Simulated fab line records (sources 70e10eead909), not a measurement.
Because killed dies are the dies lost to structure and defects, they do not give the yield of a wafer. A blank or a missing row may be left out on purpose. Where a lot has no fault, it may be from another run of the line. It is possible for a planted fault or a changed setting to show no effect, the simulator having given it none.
Problem report in the 8D (eight disciplines) form, filled by code | flow nand_harc | the parts of the form that need people (team, actions taken, sign-off) are left out

== 1. THE ISSUE ==
A mean of 135 is read at NHARC_END_SORT_01 for killed_dies, taken on 1 wafer of 1 lot, against 57 (standard deviation 17) on wafers free of any fault. Measured from the usual mean, that is +4.6 standard deviations.
Seen first at day 29 16:44 on prober-02, wafer L636.5. The record holds 3 wafers of 1 lot with a number at this step. The rule behind "out" and "out of limits": a value lying over 4 standard deviations away from the usual mean. All remaining wafers that have a number are taken as sound.

== 2. WHAT IT IS, AND WHAT IT ISN'T ==
question                    | is                           | is not
which readings at this step | killed_dies, killed_at_array | killed_at_other, killed_at_periphery, killed_open, killed_short
which lots                  | L636                         | -
which wafers of those lots  | L636.5                       | L636.4, L636.6
read on which gauges        | prober-02                    | -
when                        | from day 29 16:44            | up to then (1 sound wafer); but 1 sound wafer of L636 came after

== 3. THE SUSPECTS, EACH WITH WHAT RULES IT OUT ==
Counting: if a tool at a process step up to the reading ran every lot that is out, it stays a suspect. Sound lots after the first of them don't rule it out here, since some wafers of a struck lot are sound.
- the gauge at NHARC_END_SORT_01: kept. All the wafers that are out were read on prober-02, and no step on other tools shows them out.
- rie_diel-13 at NHARC_A_CONTACT_STRIP_82 (strips in O2): kept. It ran the lot that is out, L636 (day 27 08:23).
- plasma_asher-01 at NHARC_THIN_TSV_STRIP_45 (strips in O2): kept. It ran the lot that is out, L636 (day 28 23:35).
- pvd_sputter-01 at NHARC_THIN_TSV_DEGAS_49 (time 120 s): kept. It ran the lot that is out, L636 (day 29 01:11).
- At NHARC_A_CONTACT_STRIP_82 on rie_diel-13, chamber 2 took the sound wafers of the same lots and chamber 3 took the wafers that are out.
Left after counting: rie_diel-13 at NHARC_A_CONTACT_STRIP_82, plasma_asher-01 at NHARC_THIN_TSV_STRIP_45, pvd_sputter-01 at NHARC_THIN_TSV_DEGAS_49, prober-02 at NHARC_END_SORT_01.

== 4. THE CAUSE (what the simulator had put in) ==
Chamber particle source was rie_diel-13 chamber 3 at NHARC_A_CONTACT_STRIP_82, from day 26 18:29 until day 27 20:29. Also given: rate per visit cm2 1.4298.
Counting left 4 suspects, and this tool is among them.

== 5. THE CHAIN OF EFFECTS, in route order ==
Rows list readings where the struck wafers' mean (over those with a number) sits beyond 3 standard deviations from the usual. Scope: only readings with a usual standard deviation given in the record; hours: median across lots of the time from each lot's start at the first step in this table that gives one to its start at this step; sigmas: change in usual standard deviations.
hours | step              | reading         | usual | on struck wafers | change | sigmas
0     | NHARC_END_SORT_01 | killed_at_array | 52    | 130              | +78    | +4.3
0     | NHARC_END_SORT_01 | killed_dies     | 57    | 135              | +78    | +4.6

== 6. HOW IT WOULD HAVE BEEN CAUGHT EARLIER ==
The first out-of-limits reading at a measuring or inspecting step in this record came at day 29 16:44, 70 hours after the fault's start at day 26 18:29.
Tool readings at NHARC_A_CONTACT_STRIP_82 with a usual standard deviation given in the record: none out on any struck wafer, hence no alarm at a limit of 4 standard deviations on them.
Each of the lots that are out, 1 in all, had begun NHARC_A_CONTACT_STRIP_82 on rie_diel-13 no later than day 29 16:44. Had the tool been put on hold then, not one of them would have been saved.
